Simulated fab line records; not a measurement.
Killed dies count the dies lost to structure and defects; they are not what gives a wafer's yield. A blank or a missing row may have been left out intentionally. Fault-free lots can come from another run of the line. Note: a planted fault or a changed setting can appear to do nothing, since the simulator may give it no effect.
Which of the tools did it?	flow n5_finfet	8 lots with 22 wafers sampled at 5 steps, on a route of 1938 steps

== WHAT THE GAUGES SHOWED, per wafer ==
N5_BEOL_M4_RC_MEAS_101. Usual: DIBL_N 36.5 mV/V, standard deviation 1.4; DIBL_P 36.5 mV/V, standard deviation 1.6; IOFF_N 0.163 nA/um, standard deviation 0.022; IOFF_P 0.219 nA/um, standard deviation 0.029; ION_N 675 uA/um, standard deviation 8.3; ION_P 464 uA/um, standard deviation 6.2; SS_N 71.5 mV/dec, standard deviation 0.52; SS_P 73.4 mV/dec, standard deviation 0.57; VT_N 249.7 mV, standard deviation 2.6; VT_P -250 mV, standard deviation 3.
lot	measured	on	DIBL_N (mV/V)	DIBL_P (mV/V)	IOFF_N (nA/um)	IOFF_P (nA/um)	ION_N (uA/um)	ION_P (uA/um)	SS_N (mV/dec)	SS_P (mV/dec)	VT_N (mV)	VT_P (mV)	flag
L998	day 8 03:10	prober-01	38.3 36.7 36.8	37.0 34.9 34.5	0.170 0.139 0.136	0.252 0.215 0.199	673 661 669	472 462 468	71.9 71.2 70.9	73.3 73.9 73.2	252.2 254.3 253.8	-249 -248 -249	
L104	day 9 21:19	prober-01	36.9 35.8 36.2	36.2 35.2 36.4	0.172 0.154 0.173	0.197 0.188 0.200	666 666 682	454 454 462	72.1 70.6 71.4	73.3 73.4 73.0	251.5 250.5 249.3	-250 -251 -251	
L106	day 11 00:24	prober-02	38.6 36.2 37.8	37.9 34.9 37.6	0.185 0.140 0.179	0.256 0.201 0.246	682 674 683	467 464 475	72.0 71.2 71.0	74.1 73.1 73.8	248.0 251.5 251.6	-250 -250 -249	
L115	day 12 19:09	prober-01	38.4 39.1	39.5 39.8	0.187 0.197	0.243 0.247	682 685	465 468	71.8 71.8	74.3 74.1	247.3 247.4	-249 -246	
L116	day 12 22:05	prober-02	37.7 38.3	38.1 38.3	0.195 0.203	0.232 0.244	694 682	469 465	71.5 71.7	73.2 73.7	247.1 246.3	-251 -250	
L117	day 13 02:41	prober-02	38.5 38.7 38.1	38.0 37.9 37.6	0.175 0.184 0.174	0.240 0.244 0.248	681 666 685	464 460 471	71.3 71.4 71.4	74.3 74.3 74.0	250.5 248.6 247.6	-247 -248 -247	
L119	day 13 22:22	prober-02	35.7 33.3 35.0	37.9 34.6 36.6	0.170 0.127 0.151	0.230 0.184 0.217	681 675 675	472 467 465	72.5 71.0 71.1	73.4 72.6 73.3	250.1 252.1 250.0	-248 -251 -249	
L120	day 14 04:43	prober-02	36.6 37.2 34.9	35.7 36.7 33.8	0.149 0.164 0.132	0.218 0.243 0.196	661 665 667	460 458 467	71.8 72.8 71.7	73.4 73.9 72.7	251.6 250.0 254.0	-250 -248 -251	

== TOOL THAT RAN EACH LOT (tool first, then ch and the chambers of the sampled wafers, then the start) ==
lot	N5_DUMMY_GATE_STRIP_48	N5_SD_EPI_N_ETCH_34	N5_SD_EPI_N_ETCH_35	N5_SD_EPI_N_ETCHBACK_44
L998	rie_diel-06 ch 0,1,3, day 3 06:01	rie_diel-05 ch 0,1,2, day 3 07:12	rie_diel-05 ch 0,1,2, day 3 07:16	rie_diel-05 ch 0,1,2, day 3 07:35
L104	rie_diel-03 ch 0,1,2, day 4 19:31	rie_diel-01 ch 0,2,3, day 4 22:57	rie_diel-01 ch 0,2,3, day 4 23:01	rie_diel-01 ch 0,2,3, day 4 23:20
L106	rie_diel-06 ch 0,3, day 5 08:43	rie_diel-01 ch 2,3, day 5 10:02	rie_diel-01 ch 2,3, day 5 10:05	rie_diel-01 ch 2,3, day 5 10:25
L115	rie_diel-06 ch 1,2, day 7 12:16	rie_diel-01 ch 0,1, day 7 13:35	rie_diel-01 ch 0,1, day 7 13:46	rie_diel-01 ch 0,1, day 7 13:59
L116	rie_diel-04 ch 2,3, day 7 16:37	rie_diel-01 ch 1,2, day 7 17:56	rie_diel-01 ch 1,2, day 7 17:59	rie_diel-01 ch 1,2, day 7 18:19
L117	rie_diel-04 ch 1,3, day 8 03:50	rie_diel-01 ch 0,3, day 8 05:09	rie_diel-01 ch 0,3, day 8 05:13	rie_diel-01 ch 0,3, day 8 05:32
L119	rie_diel-04 ch 1,2,3, day 8 12:06	rie_diel-02 ch 0,2,3, day 8 13:25	rie_diel-02 ch 0,2,3, day 8 13:28	rie_diel-02 ch 0,2,3, day 8 13:47
L120	rie_diel-06 ch 0,2,3, day 8 17:04	rie_diel-05 ch 0,2,3, day 8 19:17	rie_diel-05 ch 0,2,3, day 8 19:20	rie_diel-05 ch 0,2,3, day 8 19:40
- N5_DUMMY_GATE_STRIP_48: strips in N2/H2, time 20 s.
- N5_SD_EPI_N_ETCH_34: etches SiARC in CF4, target depth 45.5 nm, time 75.8 s.
- N5_SD_EPI_N_ETCH_35: etches SOC in N2/H2, overetch 108 nm, time 486 s.
- N5_SD_EPI_N_ETCHBACK_44: etches SiNx in CH3F/O2, stops on SiO2, target depth 14.5 nm.

== WHAT THE TOOLS THEMSELVES READ (means of the sampled wafers that have a number; where no wafer has one, the mark that the record gives instead) ==
N5_DUMMY_GATE_STRIP_48. Usual: drypump_motor_current_A 5.8 A, standard deviation 0.34; h2_flow_sccm 300.0 sccm, standard deviation 0.9; oes_product_au 0.78 a.u., standard deviation 0.092; rf_vpp_V 45.3 V, standard deviation 0.87; showerhead_plenum_p_Torr 3.41 Torr, standard deviation 0.083; throttle_valve_pct 12.3 %, standard deviation 0.31.
lot	tool	drypump_motor_current_A (A)	h2_flow_sccm (sccm)	oes_product_au (a.u.)	rf_vpp_V (V)	showerhead_plenum_p_Torr (Torr)	throttle_valve_pct (%)	flag
L998	rie_diel-06	5.8	300.0	0.71	44.8	3.44	12.4	
L104	rie_diel-03	6.0	300.6	0.79	45.7	3.38	12.2	
L106	rie_diel-06	5.8	299.5	0.69	44.9	3.48	12.3	
L115	rie_diel-06	5.6	300.4	0.77	44.7	3.38	12.5	
L116	rie_diel-04	5.5	300.2	0.81	45.2	3.33	12.1	
L117	rie_diel-04	5.5	300.5	0.75	45.1	3.42	12.2	
L119	rie_diel-04	5.6	299.5	0.76	45.8	3.38	12.3	
L120	rie_diel-06	5.6	300.4	0.81	45.8	3.44	12.1	

N5_SD_EPI_N_ETCH_34. Usual: value, then standard deviation, for each; drypump_motor_current_A 5.7 A / 0.5; etch_rf_on_time_s 75.7 s / 1.1; oes_product_au 0.65 a.u. / 0.064; rf_fwd_power_W 539.6 W / 2.4; rf_vpp_V 183.8 V / 0.88; showerhead_plenum_p_Torr 2.118 Torr / 0.03; throttle_valve_pct 15.67 % / 0.26.
lot	tool	drypump_motor_current_A (A)	etch_rf_on_time_s (s)	oes_product_au (a.u.)	rf_fwd_power_W (W)	rf_vpp_V (V)	showerhead_plenum_p_Torr (Torr)	throttle_valve_pct (%)	flag
L998	rie_diel-05	5.4	74.8	0.63	541.4	183.6	2.104	15.60	
L104	rie_diel-01	5.7	76.1	0.68	540.0	183.2	2.122	15.66	
L106	rie_diel-01	5.4	76.6	0.60	537.0	183.2	2.125	15.98	
L115	rie_diel-01	6.1	92.4	0.63	543.4	183.4	2.107	15.47	OFF
L116	rie_diel-01	5.7	91.0	0.66	539.1	183.5	2.114	15.68	OFF
L117	rie_diel-01	5.4	87.9	0.63	540.2	183.6	2.119	15.62	OFF
L119	rie_diel-02	5.9	77.0	0.65	538.2	184.8	2.120	15.73	
L120	rie_diel-05	5.3	76.0	0.59	542.8	183.6	2.093	15.80	

N5_SD_EPI_N_ETCH_35. Usual: value, then standard deviation, for each; drypump_motor_current_A 5.7 A / 0.5; h2_flow_sccm 199.9 sccm / 0.55; oes_product_au 0.68 a.u. / 0.064; rf_fwd_power_W 2995 W / 8.7; rf_vpp_V 240.4 V / 0.88; showerhead_plenum_p_Torr 2.51 Torr / 0.036; throttle_valve_pct 23.82 % / 0.27.
lot	tool	drypump_motor_current_A (A)	h2_flow_sccm (sccm)	oes_product_au (a.u.)	rf_fwd_power_W (W)	rf_vpp_V (V)	showerhead_plenum_p_Torr (Torr)	throttle_valve_pct (%)	flag
L998	rie_diel-05	5.4	200.1	0.65	2993	240.3	2.49	23.74	
L104	rie_diel-01	5.7	199.2	0.71	2991	240.5	2.51	23.79	
L106	rie_diel-01	5.4	199.7	0.64	3001	240.6	2.51	24.05	
L115	rie_diel-01	6.2	200.5	0.70	2996	240.5	2.50	23.63	
L116	rie_diel-01	5.7	200.1	0.76	2998	240.6	2.50	23.80	
L117	rie_diel-01	5.4	200.0	0.70	3001	241.0	2.51	23.85	
L119	rie_diel-02	5.9	199.0	0.68	2992	240.6	2.51	23.85	
L120	rie_diel-05	5.4	200.0	0.64	2999	239.8	2.48	23.92	

N5_SD_EPI_N_ETCHBACK_44. Usual: drypump_motor_current_A 5.7 A, standard deviation 0.51; oes_product_au 0.65 a.u., standard deviation 0.061; rf_fwd_power_W 393.2 W, standard deviation 1.3; rf_vpp_V 297.5 V, standard deviation 2.1; showerhead_plenum_p_Torr 1.976 Torr, standard deviation 0.029; throttle_valve_pct 16.40 %, standard deviation 0.26.
lot	tool	drypump_motor_current_A (A)	oes_product_au (a.u.)	rf_fwd_power_W (W)	rf_vpp_V (V)	showerhead_plenum_p_Torr (Torr)	throttle_valve_pct (%)	flag
L998	rie_diel-05	5.4	0.62	392.5	297.2	1.964	16.33	
L104	rie_diel-01	5.7	0.68	393.4	297.5	1.979	16.38	
L106	rie_diel-01	5.4	0.61	392.5	297.2	1.980	16.69	
L115	rie_diel-01	6.1	0.67	393.8	298.6	1.961	16.18	
L116	rie_diel-01	5.7	0.72	391.8	296.5	1.968	16.39	
L117	rie_diel-01	5.3	0.67	392.1	298.6	1.976	16.35	
L119	rie_diel-02	5.8	0.65	393.5	295.6	1.982	16.48	
L120	rie_diel-05	5.3	0.61	395.1	294.7	1.952	16.54	

== THE ANSWER, worked out from the rows above alone ==
Rule: lot off if the mean of its wafers having a number is beyond 3 standard deviations from the usual mean. A lot without any number at a reading at which 4 lots or more have one is off too. All remaining lots with rows at the step are treated as sound. The gauges are gone through in route order, then the tools' own readings, and for those a lot's mean is taken as printed above. The first step at which some lot is off is used, and at that step the reading that is off furthest; a lot without a number counts as furthest.
Off: L115, L116, L117 (N5_SD_EPI_N_ETCH_34, etch_rf_on_time_s).
If a tool, at that step or one of the process steps before it, ran each lot that is off and ran no sound lot following the first of them, it fits. One fits: rie_diel-01 at N5_SD_EPI_N_ETCH_34. Its last sound lot is L106 (day 5 10:02), its first lot that is off L115 (day 7 13:35): a fault that began between those two fits.
On the lots that are off, the tool's own readings at N5_SD_EPI_N_ETCH_34 differ by more than 5 times the standard deviation of the sound lots' means, which bears it out; etch_rf_on_time_s reads 90.4 s there versus 76.1 s on the sound lots.

== WHAT HAD BEEN PUT IN BY THE SIMULATOR ==
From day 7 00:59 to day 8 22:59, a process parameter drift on rie_diel-01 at N5_SD_EPI_N_ETCH_34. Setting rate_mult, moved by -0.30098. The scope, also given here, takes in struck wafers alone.
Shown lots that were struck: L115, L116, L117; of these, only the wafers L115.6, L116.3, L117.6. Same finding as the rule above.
